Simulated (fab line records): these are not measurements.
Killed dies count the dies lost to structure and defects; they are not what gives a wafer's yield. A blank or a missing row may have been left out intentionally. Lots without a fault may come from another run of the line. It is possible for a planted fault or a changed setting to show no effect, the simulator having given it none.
What tool caused it? / flow n5_finfet / Sampling: 10 lots, 29 wafers, 5 of 1938 route steps

== WHAT THE GAUGES SHOWED, per wafer ==
The record lacks any reading of a measuring or inspecting step that a usual standard deviation could be used to judge.

== WHICH TOOL RAN EACH LOT (tool, then ch and the chambers of the sampled wafers, then the start) ==
lot=L517; N5_BEOL_M11_ILD_DEP_00=pecvd-04 ch 1,2, day 10 11:12; N5_BEOL_M11_CURE_71=uv_cure-02 ch 2, day 10 11:17; N5_BEOL_M11_ETCH_62=rie_diel-02 ch 0,1,3, day 10 13:20; N5_BEOL_M11_COAT_64=litho_track-02 ch 0, day 10 14:20; N5_BEOL_M11_ETCH_65=rie_diel-01 ch 1,2, day 10 14:50
lot=L516; N5_BEOL_M11_ILD_DEP_00=pecvd-03 ch 0,1, day 10 12:59; N5_BEOL_M11_CURE_71=uv_cure-01 ch 2, day 10 13:05; N5_BEOL_M11_ETCH_62=rie_diel-01 ch 1,2,3, day 10 16:08; N5_BEOL_M11_COAT_64=litho_track-04 ch 0, day 10 18:22; N5_BEOL_M11_ETCH_65=rie_diel-01 ch 0,2,3, day 10 18:52
lot=L522; N5_BEOL_M11_ILD_DEP_00=pecvd-02 ch 0,1,2, day 12 09:38; N5_BEOL_M11_CURE_71=uv_cure-01 ch 0, day 12 09:43; N5_BEOL_M11_ETCH_62=rie_diel-01 ch 1,2,3, day 12 12:22; N5_BEOL_M11_COAT_64=litho_track-03 ch 0, day 12 13:06; N5_BEOL_M11_ETCH_65=rie_diel-02 ch 2,3, day 12 13:36
lot=L525; N5_BEOL_M11_ILD_DEP_00=pecvd-03 ch 0,2, day 12 12:17; N5_BEOL_M11_CURE_71=uv_cure-01 ch 2, day 12 12:23; N5_BEOL_M11_ETCH_62=rie_diel-01 ch 0,1, day 12 14:16; N5_BEOL_M11_COAT_64=litho_track-03 ch 0, day 12 14:40; N5_BEOL_M11_ETCH_65=rie_diel-05 ch 1,2, day 12 15:10
lot=L529; N5_BEOL_M11_ILD_DEP_00=pecvd-02 ch 0,1,2, day 14 02:58; N5_BEOL_M11_CURE_71=uv_cure-03 ch 1, day 14 03:12; N5_BEOL_M11_ETCH_62=rie_diel-02 ch 0,3, day 14 05:23; N5_BEOL_M11_COAT_64=litho_track-03 ch 0, day 14 09:17; N5_BEOL_M11_ETCH_65=rie_diel-02 ch 0,2, day 14 09:39
lot=L533; N5_BEOL_M11_ILD_DEP_00=pecvd-03 ch 0,1,2, day 14 15:14; N5_BEOL_M11_CURE_71=uv_cure-01 ch 2, day 14 15:19; N5_BEOL_M11_ETCH_62=rie_diel-05 ch 0,1,2, day 14 20:07; N5_BEOL_M11_COAT_64=litho_track-03 ch 0, day 14 20:35; N5_BEOL_M11_ETCH_65=rie_diel-05 ch 0,1,2, day 14 21:15
lot=L535; N5_BEOL_M11_ILD_DEP_00=pecvd-02 ch 0,1, day 15 09:01; N5_BEOL_M11_CURE_71=uv_cure-01 ch 1, day 15 09:06; N5_BEOL_M11_ETCH_62=rie_diel-05 ch 3, day 15 11:14; N5_BEOL_M11_COAT_64=litho_track-03 ch 0, day 15 12:42; N5_BEOL_M11_ETCH_65=rie_diel-05 ch 0,1, day 15 13:09
lot=L534; N5_BEOL_M11_ILD_DEP_00=pecvd-02 ch 0,1,2, day 15 10:58; N5_BEOL_M11_CURE_71=uv_cure-03 ch 1, day 15 11:22; N5_BEOL_M11_ETCH_62=rie_diel-01 ch 0,1,3, day 15 14:42; N5_BEOL_M11_COAT_64=litho_track-03 ch 0, day 15 15:44; N5_BEOL_M11_ETCH_65=rie_diel-01 ch 0,1,3, day 15 16:07
lot=L536; N5_BEOL_M11_ILD_DEP_00=pecvd-02 ch 1,2, day 16 06:47; N5_BEOL_M11_CURE_71=uv_cure-03 ch 1, day 16 08:52; N5_BEOL_M11_ETCH_62=rie_diel-05 ch 1,3, day 16 11:26; N5_BEOL_M11_COAT_64=litho_track-02 ch 0, day 16 12:44; N5_BEOL_M11_ETCH_65=rie_diel-02 ch 0,1, day 16 13:14
lot=L538; N5_BEOL_M11_ILD_DEP_00=pecvd-03 ch 0,1,2, day 16 14:25; N5_BEOL_M11_CURE_71=uv_cure-03 ch 1, day 16 14:34; N5_BEOL_M11_ETCH_62=rie_diel-02 ch 0,1,3, day 16 16:13; N5_BEOL_M11_COAT_64=litho_track-02 ch 0, day 16 19:10; N5_BEOL_M11_ETCH_65=rie_diel-05 ch 1,3, day 16 19:32
- N5_BEOL_M11_ILD_DEP_00: deposits SiCOH lowk from DEMS/porogen, target thk 308.51 nm, time 58 s.
- N5_BEOL_M11_CURE_71: cures SiCOH lowk, time 240 s.
- N5_BEOL_M11_ETCH_62: etches SOC in N2/H2, target depth 110 nm, overetch 22 nm, time 165 s.
- N5_BEOL_M11_COAT_64: time 60 s, resist thk 30 nm.
- N5_BEOL_M11_ETCH_65: etches SiARC in CF4, target depth 39 nm, time 65 s.

== WHAT THE TOOLS THEMSELVES READ (means of the sampled wafers that have a number; where no wafer has one, the mark that the record gives instead) ==
N5_BEOL_M11_ILD_DEP_00. Usual: heater_power_w 317 W, standard deviation 59; showerhead_plenum_p_Torr 5.729 Torr, standard deviation 0.013; throttle_valve_pct 14.0 %, standard deviation 0.97.
lot=L517; tool=pecvd-04; heater_power_w (W)=361; showerhead_plenum_p_Torr (Torr)=5.728; throttle_valve_pct (%)=13.4; flag=
lot=L516; tool=pecvd-03; heater_power_w (W)=283; showerhead_plenum_p_Torr (Torr)=5.729; throttle_valve_pct (%)=15.2; flag=
lot=L522; tool=pecvd-02; heater_power_w (W)=332; showerhead_plenum_p_Torr (Torr)=5.750; throttle_valve_pct (%)=14.0; flag=
lot=L525; tool=pecvd-03; heater_power_w (W)=243; showerhead_plenum_p_Torr (Torr)=5.720; throttle_valve_pct (%)=13.1; flag=
lot=L529; tool=pecvd-02; heater_power_w (W)=322; showerhead_plenum_p_Torr (Torr)=5.738; throttle_valve_pct (%)=13.9; flag=
lot=L533; tool=pecvd-03; heater_power_w (W)=283; showerhead_plenum_p_Torr (Torr)=5.726; throttle_valve_pct (%)=14.1; flag=
lot=L535; tool=pecvd-02; heater_power_w (W)=304; showerhead_plenum_p_Torr (Torr)=5.739; throttle_valve_pct (%)=14.1; flag=
lot=L534; tool=pecvd-02; heater_power_w (W)=348; showerhead_plenum_p_Torr (Torr)=5.739; throttle_valve_pct (%)=13.9; flag=
lot=L536; tool=pecvd-02; heater_power_w (W)=294; showerhead_plenum_p_Torr (Torr)=5.739; throttle_valve_pct (%)=13.7; flag=
lot=L538; tool=pecvd-03; heater_power_w (W)=263; showerhead_plenum_p_Torr (Torr)=5.710; throttle_valve_pct (%)=14.4; flag=

N5_BEOL_M11_CURE_71. Usual: lamp_power_pct 52.31 %, standard deviation 0.056; wafer_temp_C_max 387.1, standard deviation 0.7.
lot=L517; tool=uv_cure-02; lamp_power_pct (%)=52.33; wafer_temp_C_max=386.1; flag=
lot=L516; tool=uv_cure-01; lamp_power_pct (%)=52.31; wafer_temp_C_max=388.0; flag=
lot=L522; tool=uv_cure-01; lamp_power_pct (%)=52.28; wafer_temp_C_max=386.4; flag=
lot=L525; tool=uv_cure-01; lamp_power_pct (%)=52.30; wafer_temp_C_max=387.4; flag=
lot=L529; tool=uv_cure-03; lamp_power_pct (%)=52.29; wafer_temp_C_max=387.6; flag=
lot=L533; tool=uv_cure-01; lamp_power_pct (%)=52.28; wafer_temp_C_max=387.1; flag=
lot=L535; tool=uv_cure-01; lamp_power_pct (%)=52.21; wafer_temp_C_max=386.2; flag=
lot=L534; tool=uv_cure-03; lamp_power_pct (%)=52.30; wafer_temp_C_max=387.8; flag=
lot=L536; tool=uv_cure-03; lamp_power_pct (%)=52.33; wafer_temp_C_max=387.8; flag=
lot=L538; tool=uv_cure-03; lamp_power_pct (%)=52.29; wafer_temp_C_max=387.8; flag=

N5_BEOL_M11_ETCH_62. Usual: value, then standard deviation, for each; chamber_pressure_mTorr 30.000 mTorr / 0.029; drypump_motor_current_A 5.9 A / 0.35; h2_flow_sccm 200.0 sccm / 0.61; oes_product_au 0.68 a.u. / 0.076; rf_vpp_V 524.0 V / 1.7; showerhead_plenum_p_Torr 2.55 Torr / 0.051; throttle_valve_pct 17.80 % / 0.3.
lot=L517; tool=rie_diel-02; chamber_pressure_mTorr (mTorr)=30.031; drypump_motor_current_A (A)=5.8; h2_flow_sccm (sccm)=200.0; oes_product_au (a.u.)=0.63; rf_vpp_V (V)=523.5; showerhead_plenum_p_Torr (Torr)=2.55; throttle_valve_pct (%)=17.90; flag=
lot=L516; tool=rie_diel-01; chamber_pressure_mTorr (mTorr)=30.020; drypump_motor_current_A (A)=5.7; h2_flow_sccm (sccm)=199.6; oes_product_au (a.u.)=0.60; rf_vpp_V (V)=523.7; showerhead_plenum_p_Torr (Torr)=2.52; throttle_valve_pct (%)=18.06; flag=
lot=L522; tool=rie_diel-01; chamber_pressure_mTorr (mTorr)=30.005; drypump_motor_current_A (A)=5.8; h2_flow_sccm (sccm)=200.2; oes_product_au (a.u.)=0.68; rf_vpp_V (V)=522.7; showerhead_plenum_p_Torr (Torr)=2.52; throttle_valve_pct (%)=17.93; flag=
lot=L525; tool=rie_diel-01; chamber_pressure_mTorr (mTorr)=30.005; drypump_motor_current_A (A)=6.2; h2_flow_sccm (sccm)=199.8; oes_product_au (a.u.)=0.79; rf_vpp_V (V)=525.0; showerhead_plenum_p_Torr (Torr)=2.56; throttle_valve_pct (%)=17.37; flag=
lot=L529; tool=rie_diel-02; chamber_pressure_mTorr (mTorr)=30.003; drypump_motor_current_A (A)=5.5; h2_flow_sccm (sccm)=199.1; oes_product_au (a.u.)=0.63; rf_vpp_V (V)=524.5; showerhead_plenum_p_Torr (Torr)=2.55; throttle_valve_pct (%)=17.81; flag=
lot=L533; tool=rie_diel-05; chamber_pressure_mTorr (mTorr)=30.004; drypump_motor_current_A (A)=5.8; h2_flow_sccm (sccm)=200.5; oes_product_au (a.u.)=0.68; rf_vpp_V (V)=525.2; showerhead_plenum_p_Torr (Torr)=2.57; throttle_valve_pct (%)=17.74; flag=
lot=L535; tool=rie_diel-05; chamber_pressure_mTorr (mTorr)=30.008; drypump_motor_current_A (A)=6.0; h2_flow_sccm (sccm)=200.1; oes_product_au (a.u.)=0.78; rf_vpp_V (V)=526.2; showerhead_plenum_p_Torr (Torr)=2.61; throttle_valve_pct (%)=17.54; flag=
lot=L534; tool=rie_diel-01; chamber_pressure_mTorr (mTorr)=29.989; drypump_motor_current_A (A)=6.0; h2_flow_sccm (sccm)=200.7; oes_product_au (a.u.)=0.71; rf_vpp_V (V)=522.8; showerhead_plenum_p_Torr (Torr)=2.50; throttle_valve_pct (%)=17.68; flag=
lot=L536; tool=rie_diel-05; chamber_pressure_mTorr (mTorr)=29.989; drypump_motor_current_A (A)=5.9; h2_flow_sccm (sccm)=199.7; oes_product_au (a.u.)=0.71; rf_vpp_V (V)=525.0; showerhead_plenum_p_Torr (Torr)=2.58; throttle_valve_pct (%)=17.49; flag=
lot=L538; tool=rie_diel-02; chamber_pressure_mTorr (mTorr)=29.981; drypump_motor_current_A (A)=5.8; h2_flow_sccm (sccm)=200.3; oes_product_au (a.u.)=0.60; rf_vpp_V (V)=523.3; showerhead_plenum_p_Torr (Torr)=2.53; throttle_valve_pct (%)=17.97; flag=

N5_BEOL_M11_COAT_64. Usual: spin_speed_rpm 1500.0 rpm, standard deviation 1.1.
lot=L517; tool=litho_track-02; spin_speed_rpm (rpm)=1499.4; flag=
lot=L516; tool=litho_track-04; spin_speed_rpm (rpm)=1500.5; flag=
lot=L522; tool=litho_track-03; spin_speed_rpm (rpm)=1499.3; flag=
lot=L525; tool=litho_track-03; spin_speed_rpm (rpm)=1501.2; flag=
lot=L529; tool=litho_track-03; spin_speed_rpm (rpm)=1500.7; flag=
lot=L533; tool=litho_track-03; spin_speed_rpm (rpm)=1321.4; flag=OFF
lot=L535; tool=litho_track-03; spin_speed_rpm (rpm)=1321.0; flag=OFF
lot=L534; tool=litho_track-03; spin_speed_rpm (rpm)=1320.6; flag=OFF
lot=L536; tool=litho_track-02; spin_speed_rpm (rpm)=1499.9; flag=
lot=L538; tool=litho_track-02; spin_speed_rpm (rpm)=1500.9; flag=

N5_BEOL_M11_ETCH_65. Usual: chamber_pressure_mTorr 40.00 mTorr, standard deviation 0.039; drypump_motor_current_A 5.9 A, standard deviation 0.32; etch_rf_on_time_s 64.4 s, standard deviation 1; mfc_ar_sccm 99.98 sccm, standard deviation 0.28; oes_product_au 0.70 a.u., standard deviation 0.074; rf_vpp_V 184.2 V, standard deviation 0.9; showerhead_plenum_p_Torr 2.15 Torr, standard deviation 0.035; throttle_valve_pct 15.57 %, standard deviation 0.24.
lot=L517; tool=rie_diel-01; chamber_pressure_mTorr (mTorr)=39.99; drypump_motor_current_A (A)=5.8; etch_rf_on_time_s (s)=66.7; mfc_ar_sccm (sccm)=99.79; oes_product_au (a.u.)=0.57; rf_vpp_V (V)=184.2; showerhead_plenum_p_Torr (Torr)=2.14; throttle_valve_pct (%)=15.83; flag=
lot=L516; tool=rie_diel-01; chamber_pressure_mTorr (mTorr)=40.00; drypump_motor_current_A (A)=5.9; etch_rf_on_time_s (s)=65.0; mfc_ar_sccm (sccm)=100.04; oes_product_au (a.u.)=0.68; rf_vpp_V (V)=184.0; showerhead_plenum_p_Torr (Torr)=2.15; throttle_valve_pct (%)=15.66; flag=
lot=L522; tool=rie_diel-02; chamber_pressure_mTorr (mTorr)=39.99; drypump_motor_current_A (A)=6.1; etch_rf_on_time_s (s)=63.5; mfc_ar_sccm (sccm)=99.82; oes_product_au (a.u.)=0.71; rf_vpp_V (V)=184.5; showerhead_plenum_p_Torr (Torr)=2.17; throttle_valve_pct (%)=15.58; flag=
lot=L525; tool=rie_diel-05; chamber_pressure_mTorr (mTorr)=40.01; drypump_motor_current_A (A)=5.6; etch_rf_on_time_s (s)=65.6; mfc_ar_sccm (sccm)=100.00; oes_product_au (a.u.)=0.69; rf_vpp_V (V)=184.5; showerhead_plenum_p_Torr (Torr)=2.16; throttle_valve_pct (%)=15.43; flag=
lot=L529; tool=rie_diel-02; chamber_pressure_mTorr (mTorr)=40.00; drypump_motor_current_A (A)=5.7; etch_rf_on_time_s (s)=64.2; mfc_ar_sccm (sccm)=100.24; oes_product_au (a.u.)=0.69; rf_vpp_V (V)=184.8; showerhead_plenum_p_Torr (Torr)=2.16; throttle_valve_pct (%)=15.64; flag=
lot=L533; tool=rie_diel-05; chamber_pressure_mTorr (mTorr)=40.04; drypump_motor_current_A (A)=5.8; etch_rf_on_time_s (s)=68.4; mfc_ar_sccm (sccm)=100.12; oes_product_au (a.u.)=0.69; rf_vpp_V (V)=184.8; showerhead_plenum_p_Torr (Torr)=2.16; throttle_valve_pct (%)=15.54; flag=OFF
lot=L535; tool=rie_diel-05; chamber_pressure_mTorr (mTorr)=40.00; drypump_motor_current_A (A)=6.0; etch_rf_on_time_s (s)=67.8; mfc_ar_sccm (sccm)=99.77; oes_product_au (a.u.)=0.70; rf_vpp_V (V)=185.1; showerhead_plenum_p_Torr (Torr)=2.16; throttle_valve_pct (%)=15.56; flag=OFF
lot=L534; tool=rie_diel-01; chamber_pressure_mTorr (mTorr)=39.99; drypump_motor_current_A (A)=6.0; etch_rf_on_time_s (s)=68.7; mfc_ar_sccm (sccm)=99.91; oes_product_au (a.u.)=0.72; rf_vpp_V (V)=183.3; showerhead_plenum_p_Torr (Torr)=2.11; throttle_valve_pct (%)=15.49; flag=OFF
lot=L536; tool=rie_diel-02; chamber_pressure_mTorr (mTorr)=40.01; drypump_motor_current_A (A)=6.0; etch_rf_on_time_s (s)=65.0; mfc_ar_sccm (sccm)=99.82; oes_product_au (a.u.)=0.61; rf_vpp_V (V)=184.3; showerhead_plenum_p_Torr (Torr)=2.13; throttle_valve_pct (%)=15.88; flag=
lot=L538; tool=rie_diel-05; chamber_pressure_mTorr (mTorr)=39.97; drypump_motor_current_A (A)=6.0; etch_rf_on_time_s (s)=64.8; mfc_ar_sccm (sccm)=100.16; oes_product_au (a.u.)=0.74; rf_vpp_V (V)=183.7; showerhead_plenum_p_Torr (Torr)=2.17; throttle_valve_pct (%)=15.27; flag=

== THE ANSWER, worked out from the rows above alone ==
Rule: a lot counts as off when the mean over its wafers that have a number is more than 3 standard deviations away from the usual mean. A lot without any number at a reading at which 4 lots or more have one is off too. Any other lot the step has rows for is counted as sound. Order of review: gauges by route order, followed by the tools' own readings, for which a lot's mean as printed above is used. At the first step where some lot is off, the reading lying furthest off is the one used; lots without a number count as furthest.
Off at N5_BEOL_M11_COAT_64 (spin_speed_rpm): L533, L535, L534.
A tool fits if, at that step or a process step before it, it ran every lot that is off, and no sound lot after the first of them. One fits: litho_track-03 at N5_BEOL_M11_COAT_64. A fault onset in the window from L529 (day 14 09:17, its last sound lot) to L533 (day 14 20:35, its first lot off) fits.
On the lots that are off, the tool's own readings at N5_BEOL_M11_COAT_64 differ by more than 5 times the standard deviation of the sound lots' means, which bears it out; spin_speed_rpm reads 1321.0 rpm there versus 1500.3 rpm on the sound lots.

== WHAT THE SIMULATOR HAD INSERTED ==
Drift in process parameters on litho_track-03 at N5_BEOL_M11_COAT_64, starting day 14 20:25. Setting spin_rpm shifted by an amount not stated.
Shown lots that were struck: L533, L535, L534. The rule given above showed the same thing.
